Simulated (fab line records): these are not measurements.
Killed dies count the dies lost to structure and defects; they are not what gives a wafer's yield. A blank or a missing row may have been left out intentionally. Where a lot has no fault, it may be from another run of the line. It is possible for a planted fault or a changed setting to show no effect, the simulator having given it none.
Comparing a struck lot with a sound one + flow nand harc + 13 out of 1159 route steps
Sound: these wafers, L523.1, L523.3, L523.6. Wafers L527.1, L527.2, L527.6 were the ones struck. At the end, the cause is stated.
For every step that has rows: the tool of each side, followed by ch and its chambers, followed by its first start. Under that, the readings that differ: sound wafers + struck wafers + difference of the means + sigmas: that difference in standard deviations of wafers without a fault.
alike: words and numbers the same on both sides, and readings whose means are apart by under 2 such deviations; not compared: readings that were withheld, readings missing a value for some wafer, numbers with overlapping values and no deviation given by the record, and bounds like >300 which may hide the same value.
A row with sigmas, a row that says differs or no value, or rows on one side alone: a step with any of these is where the two part. Numbers that have no deviation but don't overlap get no sigmas and don't part them. A reading that every wafer of one side lacks parts them only if that side has two wafers or more.

first, 2 steps without rows for these wafers: NHARC_A_STAIRCASE_HARDBAKE_311 (time 140 s); NHARC_A_STAIRCASE_DESCUM_312 (chemistry O2, time 3 s).
NHARC_A_STAIRCASE_ETCH_313: etches the open film in CF4/CHF3.
  sound on rie diel-12 ch 1,3, day 11 17:03; struck on rie diel-12 ch 0,2,3, day 12 17:09
  alike: drypump motor current A, oes product au, rf vpp V, showerhead plenum p Torr, throttle valve pct
  not compared: rf hours counter h
then, 2 steps without rows for these wafers: NHARC_A_STAIRCASE_HM_OPEN_463 (chemistry O2/COS); NHARC_A_STAIRCASE_STRIP_464 (strips in O2/COS).
NHARC_A_STAIRCASE_ETCH_453: etches the open film in CF4/O2, target depth 30 nm, overetch 3 nm, time 16.5 s.
  sound: rie diel-12 ch 0,2,3; struck: rie diel-12 ch 1,2
  alike: drypump motor current A, oes_o_777_au, oes product au, rf vpp V, showerhead plenum p Torr, throttle valve pct
  not compared: rf hours counter h
NHARC_A_STAIRCASE_ETCH_315: etches the open film in C4F8/O2/Ar, target depth 2500 nm, time 607.1 s.
  sound: rie diel-12 ch 0,1,2; struck: rie diel-12 ch 0,1
  alike: oes product au, rf vpp V
  not compared: rf hours counter h
NHARC_A_STAIRCASE_STRIP_316: strips in O2.
  sound: rie diel-12 ch 1,2,3; struck: rie diel-12 ch 0,2,3
  alike: drypump motor current A, oes product au, rf vpp V, showerhead plenum p Torr, throttle valve pct
  not compared: rf hours counter h
then, 3 steps without rows for these wafers: NHARC_A_STAIRCASE_STRIP_317 (strips in SPM, time 900 s); NHARC_A_STAIRCASE_PRECLEAN_318 (cleans in SC1); NHARC_A_STAIRCASE_SRD_329.
NHARC_A_STAIRCASE_ALD_415: deposits SiO2, target thk 30 nm, pulse time 6 s, ald cycles 300.
  sound on ald hk-04 ch 0,2, day 11 20:04; struck on ald hk-04 ch 0,1,2, day 12 19:40
  no value came back on the struck wafers for ald cycles, heater power outer w (W), heater power w (W), precursor pulse height rel; on the sound wafers ald cycles reads 300 300 300
NHARC_A_STAIRCASE_ETCHBACK_416: etches the open film in C4F8/O2/Ar, target depth 36 nm, time 7.2 s.
  sound: rie diel-08 ch 0,1,2; struck: rie diel-06 ch 0,1,2
  alike: oes product au, rf vpp V
  not compared: rf hours counter h

WHERE THEY PART
Only at NHARC_A_STAIRCASE_ALD_415, within this record. Later steps at which nothing parts them and some readings are alike: NHARC_A_STAIRCASE_ETCHBACK_416.

WHY: what the simulator had put in
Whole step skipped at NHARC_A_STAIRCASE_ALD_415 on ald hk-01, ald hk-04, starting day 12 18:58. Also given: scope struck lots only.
